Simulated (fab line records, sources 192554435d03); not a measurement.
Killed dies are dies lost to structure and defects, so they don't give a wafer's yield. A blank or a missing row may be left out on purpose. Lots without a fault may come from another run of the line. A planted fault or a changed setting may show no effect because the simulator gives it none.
Which tool did it? | flow n5_finfet | 11 lots, 33 wafers sampled, at 5 steps of a route of 1938

WHAT THE GAUGES READ, wafer by wafer
N5_BEOL_M3_THK_MEAS_01. Usual: M3_ILD_THK 79.2 nm, standard deviation 1.1.
lot  | measured     | on            | M3_ILD_THK (nm) | flag
L232 | day 7 14:11  | film_metro-01 | 78.3 79.9 80.6  |
L235 | day 8 08:30  | film_metro-01 | 77.4 76.7 80.1  |
L237 | day 9 01:42  | film_metro-01 | 78.9 79.7 79.0  |
L236 | day 9 02:13  | film_metro-01 | 78.5 77.9 80.3  |
L242 | day 10 04:40 | film_metro-02 | 77.3 79.4 80.2  |
L243 | day 10 08:50 | film_metro-01 | 77.9 81.2 79.0  |
L245 | day 10 22:58 | film_metro-02 | 80.0 81.2 80.7  |
L246 | day 11 12:02 | film_metro-01 | 78.9 78.0 80.1  |
L248 | day 11 18:37 | film_metro-02 | 78.5 81.4 79.5  |
L250 | day 12 01:32 | film_metro-02 | 77.8 78.7 81.2  |
L251 | day 12 05:50 | film_metro-02 | 79.0 79.4 81.0  |

N5_BEOL_M4_RC_MEAS_101. Usual: DIBL_N 36.0 mV/V, standard deviation 1.7; DIBL_P 36.0 mV/V, standard deviation 2; IOFF_N 0.156 nA/um, standard deviation 0.028; IOFF_P 0.21 nA/um, standard deviation 0.04; ION_N 673 uA/um, standard deviation 12; ION_P 463 uA/um, standard deviation 8.3; SS_N 71.4 mV/dec, standard deviation 0.6; SS_P 73.3 mV/dec, standard deviation 0.66; VT_N 250 mV, standard deviation 3; VT_P -250 mV, standard deviation 3.8.
lot  | measured     | on        | DIBL_N (mV/V)  | DIBL_P (mV/V)  | IOFF_N (nA/um)    | IOFF_P (nA/um) | ION_N (uA/um) | ION_P (uA/um) | SS_N (mV/dec)  | SS_P (mV/dec)  | VT_N (mV)   | VT_P (mV)      | flag
L232 | day 8 11:33  | prober-02 | 36.9 36.9 34.7 | 36.3 35.9 34.3 | 0.167 0.153 0.123 | 0.18 0.18 0.16 | 677 660 672   | 461 448 457   | 71.3 71.9 70.7 | 73.6 73.7 72.6 | 250 255 254 | -254 -255 -254 |
L235 | day 9 11:20  | prober-02 | 39.3 36.9 38.1 | 39.6 36.2 36.6 | 0.205 0.154 0.160 | 0.27 0.21 0.21 | 676 662 662   | 471 456 455   | 72.0 71.2 71.5 | 75.0 74.1 74.0 | 248 254 254 | -247 -253 -254 |
L237 | day 9 16:02  | prober-02 | 36.1 36.3 36.6 | 35.1 35.6 35.9 | 0.155 0.168 0.159 | 0.20 0.22 0.22 | 669 681 673   | 462 465 461   | 71.7 70.9 71.8 | 73.6 73.2 74.5 | 252 248 251 | -251 -247 -250 |
L236 | day 9 17:29  | prober-01 | 36.7 38.2 37.4 | 35.6 37.2 36.1 | 0.160 0.192 0.167 | 0.20 0.23 0.21 | 682 669 680   | 462 458 463   | 72.3 71.8 71.4 | 72.7 73.3 73.8 | 249 245 247 | -252 -249 -249 |
L242 | day 11 03:14 | prober-01 | 36.4 34.0 35.7 | 37.6 35.2 37.5 | 0.171 0.133 0.155 | 0.28 0.25 0.28 | 694 680 688   | 480 485 480   | 71.3 70.9 71.4 | 73.8 73.3 74.7 | 248 249 248 | -240 -243 -244 |
L243 | day 11 05:07 | prober-01 | 35.5 37.3 37.1 | 34.7 36.9 37.1 | 0.141 0.182 0.174 | 0.20 0.23 0.24 | 656 684 688   | 460 472 467   | 70.8 71.4 71.6 | 73.3 72.7 73.9 | 254 249 249 | -251 -248 -248 |
L245 | day 11 23:07 | prober-02 | 38.2 37.0 34.4 | 39.8 38.4 35.9 | 0.180 0.150 0.121 | 0.26 0.23 0.20 | 676 660 663   | 466 456 460   | 71.8 71.2 70.9 | 73.4 73.9 72.9 | 248 251 253 | -246 -247 -250 |
L246 | day 12 10:09 | prober-02 | 38.8 37.1 37.9 | 38.5 36.2 36.2 | 0.179 0.156 0.163 | 0.24 0.22 0.22 | 675 687 672   | 463 470 460   | 71.9 71.3 71.2 | 73.6 72.2 72.9 | 249 248 251 | -250 -248 -249 |
L248 | day 13 01:37 | prober-02 | 34.4 35.9 34.5 | 34.3 36.0 33.9 | 0.118 0.145 0.125 | 0.18 0.21 0.18 | 667 662 662   | 462 456 463   | 70.8 71.1 71.1 | 72.6 73.1 72.5 | 256 250 252 | -251 -251 -252 |
L250 | day 13 08:37 | prober-02 | 34.3 34.2 34.4 | 34.3 33.8 34.6 | 0.137 0.136 0.143 | 0.20 0.19 0.21 | 671 672 675   | 463 468 472   | 71.6 70.3 70.9 | 73.4 72.6 73.2 | 252 250 249 | -247 -249 -245 |
L251 | day 13 10:40 | prober-01 | 35.1 36.1 35.9 | 35.2 36.0 36.8 | 0.132 0.156 0.150 | 0.16 0.18 0.19 | 676 674 680   | 463 461 462   | 70.9 71.5 71.0 | 72.4 73.2 72.9 | 251 250 251 | -254 -256 -253 |

WHICH TOOL RAN EACH LOT (tool, then ch and the chambers of the sampled wafers, then the start)
lot  | N5_BEOL_M2_SPUTTER_94        | N5_BEOL_M2_CO_CAP_55             | N5_BEOL_M3_COAT_61
L232 | pvd_sputter-03, day 7 12:47  | cvd_co-02 ch 0,2, day 7 13:52    | litho_track-04 ch 0, day 7 14:47
L235 | pvd_sputter-03, day 8 07:00  | cvd_co-01 ch 0,1,2, day 8 08:11  | litho_track-03 ch 0, day 8 12:34
L237 | pvd_sputter-03, day 9 00:18  | cvd_co-01 ch 1,2, day 9 01:23    | litho_track-03 ch 0, day 9 01:58
L236 | pvd_sputter-02, day 9 00:49  | cvd_co-01 ch 0,1,2, day 9 01:54  | litho_track-03 ch 0, day 9 02:26
L242 | pvd_sputter-01, day 10 03:16 | cvd_co-02 ch 0,1, day 10 04:20   | litho_track-04 ch 0, day 10 05:09
L243 | pvd_sputter-01, day 10 06:53 | cvd_co-02 ch 0,1,2, day 10 08:29 | litho_track-04 ch 0, day 10 10:07
L245 | pvd_sputter-01, day 10 21:29 | cvd_co-02 ch 0,1, day 10 22:38   | litho_track-04 ch 0, day 10 23:59
L246 | pvd_sputter-02, day 11 10:38 | cvd_co-01 ch 1,2, day 11 11:43   | litho_track-04 ch 0, day 11 13:03
L248 | pvd_sputter-01, day 11 17:14 | cvd_co-02 ch 0,1,2, day 11 18:19 | litho_track-01 ch 0, day 11 20:52
L250 | pvd_sputter-02, day 12 00:05 | cvd_co-02 ch 0,2, day 12 01:13   | litho_track-03 ch 0, day 12 01:59
L251 | pvd_sputter-02, day 12 04:22 | cvd_co-01 ch 0,1, day 12 05:29   | litho_track-03 ch 0, day 12 06:25
- N5_BEOL_M2_SPUTTER_94: material Cu, target thk 4.5 nm, time 8.29 s.
- N5_BEOL_M2_CO_CAP_55: material Co, precursor CCTBA/H2, target thk 2 nm, time 102.1 s.
- N5_BEOL_M3_COAT_61: time 60 s, resist thk 60 nm.

WHAT THE TOOLS THEMSELVES READ (means of the sampled wafers that have a number; where no wafer has one, the mark that the record gives instead)
N5_BEOL_M2_SPUTTER_94. Usual: throttle_valve_pct 29.9 %, standard deviation 0.95.
lot  | tool           | throttle_valve_pct (%) | flag
L232 | pvd_sputter-03 | 30.4                   |
L235 | pvd_sputter-03 | 30.1                   |
L237 | pvd_sputter-03 | 30.8                   |
L236 | pvd_sputter-02 | 29.0                   |
L242 | pvd_sputter-01 | 29.7                   |
L243 | pvd_sputter-01 | 30.2                   |
L245 | pvd_sputter-01 | 30.4                   |
L246 | pvd_sputter-02 | 29.0                   |
L248 | pvd_sputter-01 | 30.2                   |
L250 | pvd_sputter-02 | 29.4                   |
L251 | pvd_sputter-02 | 29.2                   |

N5_BEOL_M2_CO_CAP_55. Usual: heater_power_w 221 W, standard deviation 15.
lot  | tool      | heater_power_w (W) | flag
L232 | cvd_co-02 | 204                |
L235 | cvd_co-01 | 228                |
L237 | cvd_co-01 | 230                |
L236 | cvd_co-01 | 229                |
L242 | cvd_co-02 | 210                |
L243 | cvd_co-02 | 217                |
L245 | cvd_co-02 | 207                |
L246 | cvd_co-01 | 230                |
L248 | cvd_co-02 | 214                |
L250 | cvd_co-02 | 204                |
L251 | cvd_co-01 | 233                |

N5_BEOL_M3_COAT_61. Usual: exhaust_pa 45.2 Pa, standard deviation 0.84; resist_line_temp_C 23.01 C, standard deviation 0.11; run_length_s 66.05 s, standard deviation 0.13; spin_speed_rpm 1499.9 rpm, standard deviation 1.
lot  | tool           | exhaust_pa (Pa) | resist_line_temp_C (C) | run_length_s (s) | spin_speed_rpm (rpm) | flag
L232 | litho_track-04 | 45.9            | 23.05                  | 65.98            | 1499.7               |
L235 | litho_track-03 | 45.0            | 22.89                  | 68.77            | 1499.5               | OFF
L237 | litho_track-03 | 45.2            | 23.17                  | 68.77            | 1498.6               | OFF
L236 | litho_track-03 | 46.0            | 22.92                  | 67.37            | 1499.1               | OFF
L242 | litho_track-04 | 43.9            | 23.07                  | 66.08            | 1501.0               |
L243 | litho_track-04 | 44.8            | 23.02                  | 66.00            | 1500.2               |
L245 | litho_track-04 | 44.4            | 23.08                  | 65.97            | 1500.4               |
L246 | litho_track-04 | 44.9            | 22.87                  | 66.01            | 1500.5               |
L248 | litho_track-01 | 44.6            | 23.06                  | 66.17            | 1499.9               |
L250 | litho_track-03 | 45.2            | 23.03                  | 66.12            | 1499.8               |
L251 | litho_track-03 | 46.9            | 22.96                  | 66.10            | 1500.0               |

THE ANSWER, worked out from the rows above alone
Rule: a lot is off if the mean of its wafers that have a number lies more than 3 standard deviations from the usual mean. A lot without any number at a reading at which 4 lots or more have one is off too. The other lots that the step has rows for count as sound. The gauges are gone through in route order, then the tools' own readings, and for those a lot's mean is taken as printed above. The first step at which some lot is off is used, and at that step the reading that is off furthest; a lot without a number counts as furthest.
Off: L235, L237, L236, at N5_BEOL_M3_COAT_61 (run_length_s).
A tool fits if, at that step or a process step before it, it ran every lot that is off, and no sound lot after the first of them. None of those tried fits.

WHAT THE SIMULATOR HAD PUT IN
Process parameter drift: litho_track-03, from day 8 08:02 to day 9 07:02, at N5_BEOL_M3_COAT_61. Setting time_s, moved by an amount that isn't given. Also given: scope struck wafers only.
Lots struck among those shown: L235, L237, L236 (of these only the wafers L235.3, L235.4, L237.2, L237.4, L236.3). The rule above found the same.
